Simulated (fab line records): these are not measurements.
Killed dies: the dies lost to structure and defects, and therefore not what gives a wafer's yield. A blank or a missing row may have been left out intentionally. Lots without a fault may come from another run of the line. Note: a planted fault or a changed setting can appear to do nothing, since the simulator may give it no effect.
A struck lot beside a sound one    flow n5 finfet    13 out of 1938 route steps
Sound: these wafers, L880.1, L880.3, L880.5. Wafers L876.1, L876.3, L876.6 were the ones struck. The cause is given at the end.
Each step with rows lists, per side, the tool, then ch with its chambers, then its first start. Under that, the readings that differ: sound wafers    struck wafers    difference of the means    sigmas: that difference in standard deviations of wafers without a fault.
alike: readings whose means differ by less than 2 such deviations, and words and numbers that are the same on both sides. not compared: withheld readings, readings that some wafer has no value for, bounds like >300 that may hide the same value, and numbers for which the record gives no deviation and whose values overlap.
The two part at a step that has a row with sigmas, a row that says differs or no value, or rows on one side only. Numbers that have no deviation but don't overlap get no sigmas and don't part them. Lack of a reading on every wafer of one side parts them only where that side has two or more wafers.

first, 9 steps without rows for these wafers: N5_BEOL_M1_SOFTBAKE_23 (time 60 s); N5_BEOL_M1_EXPOSE_25 (exposes mask V0, defocus 5 nm, target cd 24 nm); N5_BEOL_M1_PEB_26 (peb time 60 s); N5_BEOL_M1_DEVELOP_27 (develop time 30 s); N5_BEOL_M1_DESCUM_33 (chemistry O2, time 7 s); N5_BEOL_M1_ETCH_77 (etches underlayer in N2/H2, target depth 6.5 nm, time 5.2 s); N5_BEOL_M1_ETCH_69 (etches SiARC in CF4, target depth 15.6 nm, time 26 s); N5_BEOL_M1_ALD_98 (deposits SiO2, target thk 2.5 nm, pulse time 1 s, co reactant pulse time 1 s); N5_BEOL_M1_ETCHBACK_99 (etches SiO2 in CHF3, target depth 5 nm, time 10.4 s).
N5_BEOL_M1_ETCH_70: etches SOC in N2/H2, target depth 80 nm, overetch 16 nm, time 120 s.
  sound on rie diel-03 ch 1,2, day 8 20:40; struck on rie diel-02 ch 1,3, day 8 09:20
reading                                     sound              struck             difference  sigmas
bias w (W)                                  150.0 149.9 150.4  106.5 106.6 105.6  -43.9       -99 or more
drypump motor current A (A)                 5.0 5.1 5.1        5.8 6.2 6.2        +1.0        +3
rf vpp V (V)                                519.7 526.1 526.9  420.2 418.3 417.7  -105.5      -41
model.SiARC_of_BEOL_M1_COAT_68.thk nm (nm)  6.4 6.4 6.4        8.8 8.8 8.8        +2.4        
  alike: oes product au, showerhead plenum p Torr, throttle valve pct
  not compared: rf hours counter h
then, 1 step without rows for these wafers: N5_BEOL_M1_STRIP_71 (strips in N2/H2).
N5_BEOL_M4_RC_MEAS_101:
  sound on prober-02 ch 0, day 10 08:01; struck on prober-01 ch 0, day 9 21:25
  alike: DIBL_N, DIBL_P, IOFF_N, IOFF_P, ION_N, ION_P, SS_N, SS_P, VT_N, VT_P
-- here the record skips 4 days between the struck wafers' starts before and after, leaving off in module BEOL_M4 and picking up in module PASSIVATION (first step shown: number 1936 of the route) --
N5_PASSIVATION_PROBE_49:
  only the struck wafers here have rows in the record (prober-02, day 14 05:04); the sound ones have none

== WHERE THEY PART ==
Earliest at N5_BEOL_M1_ETCH_70; latest, in this record, at N5_PASSIVATION_PROBE_49.

WHY: the cause the simulator had injected
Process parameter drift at N5_BEOL_M1_ETCH_70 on rie diel-02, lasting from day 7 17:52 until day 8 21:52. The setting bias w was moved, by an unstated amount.
